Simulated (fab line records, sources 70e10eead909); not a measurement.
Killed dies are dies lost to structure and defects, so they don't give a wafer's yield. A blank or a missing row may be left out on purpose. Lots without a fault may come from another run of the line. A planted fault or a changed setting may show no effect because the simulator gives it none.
fab line records | flow nand_harc
record lots=15 wafers=45 last_day=33
route steps=1302 shown P_GATE@124 P_CONTACT@229
lots that met no fault: from a run of the same line without faults
start_h: hours from the record's first day to the start of the lot's first wafer shown | wait_h: hours since the lot's step before | " the same as in the row above | L1.1+2: a row that stands for several wafers | - no value, or no start given | * or withheld: withheld | < > ~ a bound
route shown NAME@n: a module of which the file shows steps, and the number in the route of the first | usual: mean/standard deviation of fault-free wafers | same: alike in all rows | chamber/n: place in a boat | sites: the reading at each site | _std_site: their standard deviation | _edge_site: outer sites' mean less inner sites' | radius_mm: how far each site lies from the wafer's centre | mask NAME#n: copy n | behind: the tool/chamber that last shaped the wafer | hold: why the lot was held/for how many hours/how that ended | device: the transistor (n, p or np) that didn't switch | end of line: the same wafers' tests at the end of the route | a step without rows: its recipe alone | killed: dies lost to structure and defects at the first sort, not the wafer's yield | map: a wafer's dies, x killed, . not, _ none there
set.NAME: the setting as run; set.NAME@STEP: as run at that earlier step | model.NAME: the simulator's own value behind a step, which no gauge read
steps of the route over a sample of lots; a table a step, a row a wafer
services: from which hour (start_h, from the record's first day; less than 0 if before it) a tool's chamber was out of use, for how many hours, and why
## steps
# step NHARC_P_GATE_DESCUM_13
# recipe time_s=3 o2_flow_sccm=200 ar_flow_sccm=0 bias_power_w=0 chemistry=O2
# usual drypump_motor_current_A=5.7/0.38 oes_product_au=0.995/0.009 rf_vpp_V=57.8/0.89 showerhead_plenum_p_Torr=1.90/0.061 throttle_valve_pct=11.312/0.0091
# same bias_power_w=0
# columns lot.wafer tool chamber start_h wait_h drypump_motor_current_A oes_product_au rf_hours_counter_h rf_vpp_V showerhead_plenum_p_Torr throttle_valve_pct
L710.1 rie_diel-02 3 81.89 - 6.3 0.984 0.4 58.0 1.84 11.325
L710.5 " 0 " " 5.8 0.993 - 56.7 1.81 11.319
L710.6 " 1 " " 5.8 0.992 - 56.5 1.96 11.301
L711.3 rie_diel-11 2 91.59 - 6.1 0.994 1.0 58.0 1.96 11.306
L711.2 " 3 " " 5.8 1.001 0.5 59.2 1.90 11.317
L711.5 " 2 " " 6.1 0.990 - 58.1 1.96 11.315
L712.2 rie_diel-02 0 104.33 - 5.7 0.994 2.6 56.0 1.81 11.309
L712.4 " 2 " " 4.9 1.000 2.4 58.1 1.80 11.303
L712.6 " 1 " " 5.8 0.990 - 57.4 1.96 11.308
L715.1 rie_diel-11 3 133.09 - 5.8 1.001 3.4 56.4 1.90 11.310
L715.2 " 0 " " 5.7 0.990 2.2 57.8 1.89 11.313
L715.5 " 3 " " 5.8 0.995 - 58.3 1.90 11.305
L716.2 rie_diel-11 2 148.45 - 6.0 1.002 4.2 58.1 1.96 11.317
L716.3 " 3 " " 5.8 0.991 4.0 58.7 1.90 11.321
L716.5 " 1 " " 5.3 1.002 - 57.8 1.91 11.316
L718.1 rie_diel-11 3 160.46 - 5.8 0.989 4.2 57.7 1.90 11.311
L718.2 " 0 " " 5.7 0.991 2.8 57.9 1.89 11.312
L718.5 " 0 " " 5.7 0.987 - 59.0 1.89 11.322
L719.4 rie_diel-11 1 173.10 - 5.3 1.002 5.0 58.0 1.91 11.312
L719.2 " 0 " " 5.7 0.974 3.4 58.8 1.89 11.316
L719.6 " 1 " " 5.3 0.982 - 57.2 1.91 11.319
L720.3 rie_diel-06 0 179.01 - 5.2 0.993 1.9 58.9 1.82 11.303
L720.4 " 1 " " 5.7 1.001 1.6 57.6 1.93 11.302
L720.5 " 1 " " 5.7 0.994 - 57.9 1.93 11.306
L721.4 rie_diel-06 2 191.31 - 6.3 0.989 3.7 56.7 1.91 11.310
L721.2 " 3 " " 6.1 0.985 4.9 58.5 2.02 11.312
L721.6 " 2 " " 6.3 0.984 - 57.4 1.91 11.326
L722.3 rie_diel-11 0 199.68 - 5.7 0.999 5.6 58.0 1.89 11.316
L722.6 " 1 " " 5.3 0.997 - 59.3 1.91 11.313
L722.5 " 2 " " 6.1 1.001 - 57.7 1.96 11.302
L724.1 rie_diel-11 0 224.53 - 5.7 0.986 7.7 56.5 1.89 11.311
L724.5 " 1 " " 5.3 0.984 - 57.7 1.91 11.305
L724.6 " 2 " " 6.1 0.990 - 57.8 1.96 11.301
L723.2 rie_diel-11 1 224.57 - 5.3 0.990 9.0 57.0 1.91 11.325
L723.4 " 3 " " 5.8 0.989 8.3 57.9 1.90 11.323
L723.3 " 0 " " 5.7 0.985 7.7 56.8 1.89 11.331
L730.1 rie_diel-11 2 283.23 - 6.1 1.000 0.5 58.1 1.96 11.312
L730.2 " 1 " " 5.3 0.998 0.5 59.5 1.90 11.333
L730.6 " 2 " " 6.1 1.000 - 57.2 1.96 11.306
L733.3 rie_diel-02 0 308.49 - 5.8 0.999 5.0 57.2 1.81 11.306
L733.4 " 2 " " 4.9 1.014 - 57.0 1.80 11.307
L733.5 " 3 " " 6.3 0.986 - 58.5 1.84 11.314
L732.3 rie_diel-11 0 308.65 - 5.7 0.974 2.0 57.6 1.89 11.295
L732.4 " 2 " " 6.1 0.989 - 57.7 1.96 11.312
L732.5 " 3 " " 5.8 0.984 - 57.3 1.90 11.310
# step NHARC_P_CONTACT_EXPOSE_09
# recipe na=1.35 target_cd_nm=90 dose_mj=81.26 mask_id=P_CA
# usual exposure_dose_mJ_cm2=81.26/0.082 focus_offset_nm=0.1/0.48 na=1.35/0
# columns lot.wafer tool chamber start_h wait_h mask exposure_dose_mJ_cm2 focus_offset_nm na
L710.1 arfi_scanner-02 0 115.33 - P_CA#0 81.23 0.5 1.35
L710.5 " 0 " " P_CA#0 81.18 -0.1 1.35
L710.6 " 0 " " P_CA#0 81.30 0.4 1.35
L711.2 arfi_scanner-02 0 125.46 - P_CA#0 81.27 -0.1 1.35
L711.3 " 0 " " P_CA#0 81.27 0.0 1.35
L711.5 " 0 " " P_CA#0 81.30 0.1 1.35
L712.2 arfi_scanner-03 0 141.21 - P_CA#0 81.19 0.3 1.35
L712.4 " 0 " " P_CA#0 81.28 0.2 1.35
L712.6 " 0 " " P_CA#0 81.31 -0.3 1.35
L715.1 arfi_scanner-03 0 168.86 - P_CA#0 81.33 0.2 1.35
L715.2 " 0 " " P_CA#0 81.33 0.3 1.35
L715.5 " 0 " " P_CA#0 81.38 -0.7 1.35
L716.2 arfi_scanner-01 0 187.87 - P_CA#0 81.28 0.2 1.35
L716.3 " 0 " " P_CA#0 81.39 0.0 1.35
L716.5 " 0 " " P_CA#0 81.21 0.5 1.35
L718.1 arfi_scanner-03 0 194.55 - P_CA#0 81.18 -0.1 1.35
L718.2 " 0 " " P_CA#0 81.03 0.3 1.35
L718.5 " 0 " " P_CA#0 81.19 0.6 1.35
L719.2 arfi_scanner-02 0 209.53 - P_CA#0 81.12 0.6 1.35
L719.4 " 0 " " P_CA#0 81.25 -0.8 1.35
L719.6 " 0 " " P_CA#0 81.27 0.6 1.35
L720.3 arfi_scanner-02 0 213.85 - P_CA#0 81.29 0.6 1.35
L720.4 " 0 " " P_CA#0 81.28 -0.2 1.35
L720.5 " 0 " " P_CA#0 81.24 -0.7 1.35
L721.2 arfi_scanner-03 0 225.22 - P_CA#0 81.30 -0.3 1.35
L721.4 " 0 " " P_CA#0 81.21 0.7 1.35
L721.6 " 0 " " P_CA#0 81.33 -0.9 1.35
L722.3 arfi_scanner-01 - 234.97 - P_CA#0 - - -
L722.5 " - " " P_CA#0 - - -
L722.6 " - " " P_CA#0 - - -
L724.1 arfi_scanner-03 - 260.41 - P_CA#0 - - -
L724.5 " - " " P_CA#0 - - -
L724.6 " - " " P_CA#0 - - -
L723.2 arfi_scanner-01 - 261.20 - P_CA#0 - - -
L723.3 " - " " P_CA#0 - - -
L723.4 " - " " P_CA#0 - - -
L730.1 arfi_scanner-02 0 318.84 - P_CA#0 81.27 0.3 1.35
L730.2 " 0 " " P_CA#0 81.29 0.6 1.35
L730.6 " 0 " " P_CA#0 81.31 0.0 1.35
L732.3 arfi_scanner-03 0 343.49 - P_CA#0 81.40 0.9 1.35
L732.4 " 0 " " P_CA#0 81.25 1.2 1.35
L732.5 " 0 " " P_CA#0 81.40 0.3 1.35
L733.3 arfi_scanner-03 0 349.95 - P_CA#0 81.35 0.4 1.35
L733.4 " 0 " " P_CA#0 81.35 -0.4 1.35
L733.5 " 0 " " P_CA#0 81.37 -0.2 1.35
# step NHARC_P_CONTACT_ETCH_35
# recipe target_depth_a=390 over_etch_frac=0.3 time_s=65 ion_energy_ev=80 cf4_flow_sccm=150 ar_flow_sccm=0 rf_w=300 bias_w=100 chemistry=CF4
# usual drypump_motor_current_A=5.89/0.28 oes_product_au=1.001/0.0083 rf_vpp_V=151.6/0.98 showerhead_plenum_p_Torr=1.79/0.04 throttle_valve_pct=13.282/0.01
# columns lot.wafer tool chamber start_h wait_h drypump_motor_current_A oes_product_au rf_hours_counter_h rf_vpp_V showerhead_plenum_p_Torr throttle_valve_pct
L710.1 rie_diel-01 2 115.74 0.1 6.07 0.996 2.6 150.0 1.80 13.267
L710.6 " 2 " " 6.07 1.000 - 150.9 1.80 13.267
L710.5 " 3 " " 5.44 0.992 - 152.9 1.80 13.290
L711.2 rie_diel-01 0 125.88 0.1 6.04 0.985 2.7 152.6 1.85 13.304
L711.3 " 2 " " 6.08 0.995 3.0 151.5 1.80 13.264
L711.5 " 0 " " 6.02 1.002 - 152.7 1.85 13.280
L712.4 rie_diel-05 3 141.62 0.1 5.56 1.003 3.5 152.0 1.82 13.288
L712.2 " 0 " " 6.26 1.004 3.6 150.7 1.72 13.273
L712.6 " 3 " " 5.54 1.008 - 151.6 1.82 13.297
L715.2 rie_diel-01 1 169.27 0.1 5.57 1.002 4.0 152.1 1.81 13.292
L715.1 " 0 " " 6.01 0.975 3.6 152.9 1.85 13.285
L715.5 " 1 " " 5.57 1.002 - 152.6 1.81 13.278
L716.3 rie_diel-04 3 188.29 0.1 5.71 1.004 0.0 152.2 1.79 13.298
L716.2 " 0 " " 6.09 1.004 0.0 151.2 1.77 13.289
L716.5 " 1 " " 5.95 1.010 - 149.6 1.71 13.299
L718.1 rie_diel-04 3 194.96 0.1 5.70 1.019 0.3 153.0 1.79 13.280
L718.2 " 2 " " 6.00 1.002 0.3 153.0 1.83 13.290
L718.5 " 3 " " 5.72 1.015 - 151.6 1.79 13.276
L719.2 rie_diel-05 2 209.95 0.1 6.30 1.005 8.5 151.8 1.73 13.276
L719.4 " 3 " " 5.56 1.004 8.0 152.9 1.81 13.272
L719.6 " 1 " " 5.95 1.002 - 151.8 1.81 13.270
L720.3 rie_diel-01 3 214.27 0.1 5.42 0.992 0.0 151.8 1.80 13.273
L720.4 " 1 " " 5.62 0.995 0.0 151.2 1.81 13.277
L720.5 " 2 " " 6.09 0.974 - 150.4 1.80 13.273
L721.4 rie_diel-04 2 225.64 0.1 5.98 0.993 1.4 152.1 1.83 13.270
L721.2 " 3 " " 5.70 1.013 1.2 153.0 1.79 13.304
L721.6 " 1 " " 5.90 1.012 - 151.2 1.71 13.283
L722.3 rie_diel-01 3 235.37 0.1 5.46 1.001 0.8 152.6 1.80 13.293
L722.5 " 3 " " 5.46 1.000 - 152.0 1.80 13.289
L722.6 " 0 " " 6.03 0.998 - 152.7 1.85 13.272
L724.1 rie_diel-01 3 260.82 0.1 5.42 1.006 1.4 150.2 1.80 13.292
L724.5 " 3 " " 5.44 0.999 - 150.7 1.80 13.295
L724.6 " 0 " " 6.01 0.996 - 151.5 1.85 13.281
L723.3 rie_diel-04 3 261.61 0.1 5.69 1.004 2.1 151.9 1.79 13.291
L723.4 " 0 " " 6.09 1.007 2.2 152.5 1.77 13.286
L723.2 " 1 " " 5.93 1.000 2.4 150.4 1.71 13.279
L730.2 rie_diel-04 1 319.26 0.1 6.01 1.011 4.1 151.4 1.71 13.258
L730.1 " 2 " " 6.00 0.999 3.8 152.5 1.83 13.281
L730.6 " 3 " " 5.70 1.005 - 151.1 1.79 13.282
L732.4 rie_diel-05 3 343.90 0.1 5.58 0.996 4.0 149.6 1.81 13.280
L732.3 " 2 " " 6.29 0.989 3.6 150.9 1.73 13.269
L732.5 " 3 " " 5.53 0.992 - 152.1 1.81 13.272
L733.3 rie_diel-05 1 350.35 0.1 5.95 1.005 3.6 151.6 1.81 13.279
L733.4 " 0 " " 6.25 0.994 3.9 150.9 1.72 13.275
L733.5 " 2 " " 6.29 0.998 - 150.1 1.73 13.287
# step NHARC_P_CONTACT_PVD_32
# recipe target_thk_a=50 chamber_pressure_pa=5 power_w=5000 substrate_temp_c=200 time_s=17.7 material=Ti
# usual throttle_valve_pct=29.6/0.54
# columns lot.wafer tool chamber start_h wait_h throttle_valve_pct
L710.1 pvd_sputter-01 - - - 30.5
L710.6 " - " " 30.6
L710.5 " - " " 29.1
L711.3 pvd_sputter-01 - - - 29.9
L711.2 " - " " 30.7
L711.5 " - " " 30.6
L712.2 pvd_sputter-02 - - - 30.2
L712.4 " - " " 29.7
L712.6 " - " " 29.6
L715.1 pvd_sputter-01 - - - 29.0
L715.2 " - " " 29.3
L715.5 " - " " 29.3
L716.3 pvd_sputter-01 - - - 30.0
L716.2 " - " " 29.1
L716.5 " - " " 29.1
L718.1 pvd_sputter-02 - - - 30.1
L718.2 " - " " 29.8
L718.5 " - " " 29.9
L719.2 pvd_sputter-01 - - - 29.6
L719.4 " - " " 30.5
L719.6 " - " " 29.2
L720.3 pvd_sputter-03 - - - 30.6
L720.4 " - " " 29.1
L720.5 " - " " 30.3
L721.2 pvd_sputter-03 - - - 30.8
L721.4 " - " " 29.8
L721.6 " - " " 29.3
L722.3 pvd_sputter-01 - - - 30.1
L722.6 " - " " 30.0
L722.5 " - " " 28.7
L724.1 pvd_sputter-01 - - - 29.3
L724.6 " - " " 29.7
L724.5 " - " " 29.7
L723.2 pvd_sputter-03 - - - 28.8
L723.4 " - " " 29.6
L723.3 " - " " 29.3
L730.1 pvd_sputter-03 - - - 30.4
L730.2 " - " " 29.7
L730.6 " - " " 30.3
L732.3 pvd_sputter-02 - - - 29.7
L732.4 " - " " 30.0
L732.5 " - " " 29.7
L733.4 pvd_sputter-01 - - - 29.4
L733.3 " - " " 30.6
L733.5 " - " " 29.7
## services
# columns tool chamber start_h hours kind
rie_diel-01 - 68.84 0.7 repair
rie_diel-11 - 78.50 9.0 pm
arfi_scanner-02 - 84.25 1.1 repair
rie_diel-11 - 93.64 0.7 repair
rie_diel-04 0 113.09 1.3 repair
pvd_sputter-01 - 114.29 1.3 repair
rie_diel-04 0 120.72 6.6 repair
rie_diel-11 0 128.77 2.5 repair
arfi_scanner-03 - 132.26 1.3 repair
arfi_scanner-02 - 140.00 4.0 pm
rie_diel-04 1 142.39 2.6 repair
arfi_scanner-03 - 196.01 4.0 pm
rie_diel-01 - 203.80 9.0 pm
rie_diel-11 - 216.81 0.2 repair
pvd_sputter-01 - 226.36 10.0 pm
rie_diel-01 3 238.94 12.9 repair
rie_diel-01 1 245.74 6.8 repair
rie_diel-11 - 255.50 9.0 pm
rie_diel-01 0 267.21 9.0 repair
arfi_scanner-03 - 272.42 1.9 repair
rie_diel-11 2 302.91 1.4 repair
rie_diel-11 1 307.71 12.6 repair
rie_diel-01 0 325.72 5.3 repair
arfi_scanner-03 - 340.83 0.3 repair
## key
first_sign step=NHARC_P_CONTACT_EXPOSE_09 reading=tool_record direction=missing
effect none on later readings
met_at NHARC_P_CONTACT_EXPOSE_09
struck_lots L722,L723,L724
later_rows_left_out L722.3,L722.5,L722.6,L723.2,L723.3,L723.4,L724.1,L724.5,L724.6
sort_left_out L722.3,L722.5,L722.6,L723.2,L723.3,L723.4,L724.1,L724.5,L724.6
tester_left_out L722,L723,L724
not_acting_at NHARC_P_GATE_DESCUM_13,NHARC_P_CONTACT_ETCH_35,NHARC_P_CONTACT_PVD_32
onset_between 225.22 234.97
fault kind=skipped_step_whole tool=arfi_scanner-01,arfi_scanner-03 chamber=- onset_h=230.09 steps=NHARC_P_CONTACT_EXPOSE_09 scope=struck_lots_only
# tester_left_out: of these lots the tester's yield and bins aren't shown, on N5 and GAA mostly nor the transistor test; their killed dies are dies lost to structure and defects alone, not to doping, threshold or leakage, so they don't give the yield
# sort_left_out: the simulated sort isn't trusted on such a fault, so these wafers' sort isn't shown, and their yield isn't known
# later_rows_left_out: the simulator's readings of these wafers behind a module that went badly wrong aren't trusted and aren't shown, but for the sort
